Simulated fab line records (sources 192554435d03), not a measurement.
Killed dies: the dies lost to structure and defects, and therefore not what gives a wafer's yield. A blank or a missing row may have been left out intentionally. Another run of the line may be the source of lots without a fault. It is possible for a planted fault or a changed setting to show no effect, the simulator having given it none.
A struck lot beside a sound one | flow n5-finfet | 16 out of 1938 route steps
Sound: these wafers, L367.1, L367.5, L367.6. Struck: wafer L383.3 (left out: L383.5, a lot-mate that was not struck); the cause follows at the end.
Each step with rows lists, per side, the tool, then ch with its chambers, then its first start. Under that, the readings that differ: sound wafers | struck wafers | difference of the means | sigmas: that difference in standard deviations of wafers without a fault.
alike: same words and numbers on both sides, and readings whose means sit less than 2 such deviations apart. not compared: any withheld reading, any reading some wafer has no value for, any bound like >300 that may hide the same value, and any number with overlapping values for which the record gives no deviation.
The two part at a step that has a row with sigmas, a row that says differs or no value, or rows on one side only. Numbers that don't overlap but have no deviation are shown without sigmas and don't part them. A reading missing from all wafers of one side parts the sides only when that side holds two or more wafers.

first, 8 steps without rows for these wafers: N5_MOL_CONTACT_COAG_COAT_104 (time 60 s, resist thk 12 nm); N5_MOL_CONTACT_COAG_COAT_58 (time 60 s, resist thk 10 nm); N5_MOL_CONTACT_COAG_COAT_02 (resist thk 30 nm); N5_MOL_CONTACT_COAG_EBR_04; N5_MOL_CONTACT_COAG_SOFTBAKE_03 (time 60 s); N5_MOL_CONTACT_COAG_EXPOSE_05 (exposes mask CA, defocus 0 nm); N5_MOL_CONTACT_COAG_PEB_06 (peb time 60 s); N5_MOL_CONTACT_COAG_DEVELOP_07 (develop time 30 s).
N5_MOL_CONTACT_COAG_CD_MEAS_08 targets a cd of 28 nm.
  sound on cd-sem-02 ch 0, day 4 15:51; struck on cd-sem-01 ch 0, day 8 15:34
  alike: cd-nm
N5_MOL_CONTACT_COAG_OVL_MEAS_09:
  sound on overlay-02 ch 0, day 4 15:53; struck on overlay-02 ch 0, day 8 15:36
  alike: CA_OVL
N5_MOL_CONTACT_COAG_INSPECT_10: inspects for defects (brightfield).
  sound on defect-inspect-01, day 4 15:56; struck on defect-inspect-02, day 8 15:39
  reading          | sound     | struck | difference | sigmas
  raw-defect-count | 63 47 125 | 140    | +62        | +2
N5_MOL_CONTACT_COAG_DESCUM_13: chemistry O2, time 7 s.
  sound on rie-diel-03 ch 1,2,3, day 4 15:58; struck on rie-diel-02 ch 1, day 8 15:41
  alike: drypump-motor-current-A, oes-product-au, rf-vpp-V, showerhead-plenum-p-Torr, throttle-valve-pct
  not compared: rf-hours-counter-h
N5_MOL_CONTACT_COAG_ETCH_59: etches underlayer in N2/H2, target depth 13 nm, time 10.4 s.
  sound on rie-diel-03 ch 1,2,3, day 4 16:00; struck on rie-diel-02 ch 1, day 8 15:43
  reading               | sound            | struck | difference | sigmas
  etch-rf-on-time-s (s) | 10.53 9.86 10.66 | 13.04  | +2.69      | +10
  alike: drypump-motor-current-A, oes-product-au, rf-vpp-V, showerhead-plenum-p-Torr, throttle-valve-pct
  not compared: rf-hours-counter-h
N5_MOL_CONTACT_COAG_ETCH_105: etches SiARC in CF4, target depth 15.6 nm, time 26 s.
  sound on rie-diel-03 ch 1,2,3, day 4 16:01; struck on rie-diel-02 ch 1, day 8 15:44
  alike: drypump-motor-current-A, etch-rf-on-time-s, oes-product-au, rf-vpp-V, showerhead-plenum-p-Torr, throttle-valve-pct
  not compared: rf-hours-counter-h
-- here the record skips 5 days between the struck wafers' starts before and after, leaving off in module MOL_CONTACT_COAG and picking up in module BEOL_M4 (first step shown: number 1111 of the route) --
N5_BEOL_M4_RC_MEAS_101:
  sound on prober-01 ch 0, day 10 05:14; struck on prober-02 ch 0, day 13 22:15
  alike: DIBL_N, DIBL_P, IOFF_N, IOFF_P, ION_N, ION_P, SS_N, SS_P, VT_N, VT_P
-- a jump in the record: the struck wafers' starts before and after are 5 days apart (it breaks off in module BEOL_M4 and resumes in module PASSIVATION, where the first step shown is number 1936 of the route) --
N5_PASSIVATION_PROBE_49:
  the record has rows for the struck wafers here (prober-01, day 18 14:07) and none for the sound ones

== WHERE THEY PART ==
At N5_MOL_CONTACT_COAG_INSPECT_10 first; at N5_PASSIVATION_PROBE_49 last (within this record only).

WHY: what had been put in by the simulator
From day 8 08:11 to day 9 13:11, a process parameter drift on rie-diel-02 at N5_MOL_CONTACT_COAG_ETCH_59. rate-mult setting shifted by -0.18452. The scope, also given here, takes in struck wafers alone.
